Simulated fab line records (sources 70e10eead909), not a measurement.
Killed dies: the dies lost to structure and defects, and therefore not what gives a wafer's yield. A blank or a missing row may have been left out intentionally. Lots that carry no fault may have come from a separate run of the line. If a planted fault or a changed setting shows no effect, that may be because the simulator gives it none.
Which tool was responsible? | flow nand harc | 6 lots with 18 wafers sampled at 2 steps, on a route of 1159 steps

## WHAT EACH GAUGE READ, for each wafer
NHARC_P_GATE_CD_MEAS_11: the cd target is 1640 nm.
lot  | measured    | on        | cd nm (nm)
L400 | day 4 21:20 | cd sem-01 | 1641.1 1640.3 1640.4
L405 | day 5 19:20 | cd sem-01 | 1639.2 1639.6 1639.3
L404 | day 5 19:39 | cd sem-01 | 1639.5 1638.8 1636.9
L407 | day 6 08:37 | cd sem-03 | 1639.5 1640.5 1639.9
L417 | day 8 16:45 | cd sem-02 | 1640.5 1640.0 1638.7
L418 | day 9 05:20 | cd sem-03 | 1639.7 1638.1 1639.2

## EACH LOT AND THE TOOL THAT RAN IT (in order: tool; ch and the chambers of the sampled wafers; start)
lot  | NHARC_P_GATE_EXPOSE_08
L400 | krf scanner-02 ch 0, day 4 21:11
L405 | krf scanner-02 ch 0, day 5 19:10
L404 | krf scanner-04 ch 0, day 5 19:29
L407 | krf scanner-02 ch 0, day 6 08:28
L417 | krf scanner-02 ch 0, day 8 16:35
L418 | krf scanner-02 ch 0, day 9 05:11
- NHARC_P_GATE_EXPOSE_08: exposes mask P HV.

## THE ANSWER, worked out from the rows above alone
Rule: what is usual is taken from the lots themselves. Put in order of their means at a reading, lots are off if they are a third of the lots or fewer, leave a main group of 4 or more, and stand apart from it by a gap of 3 or more times the standard deviation of the main group's means; of several such gaps the widest counts. A main group whose means are all the same, to the digits that the tables above print for the reading, isn't used. A lot without any number at a reading at which 4 lots or more have one is off too. All remaining lots with rows at the step are treated as sound.
Nothing can be told from this: no lot is off at any reading shown.

## WHAT HAD BEEN PUT IN BY THE SIMULATOR
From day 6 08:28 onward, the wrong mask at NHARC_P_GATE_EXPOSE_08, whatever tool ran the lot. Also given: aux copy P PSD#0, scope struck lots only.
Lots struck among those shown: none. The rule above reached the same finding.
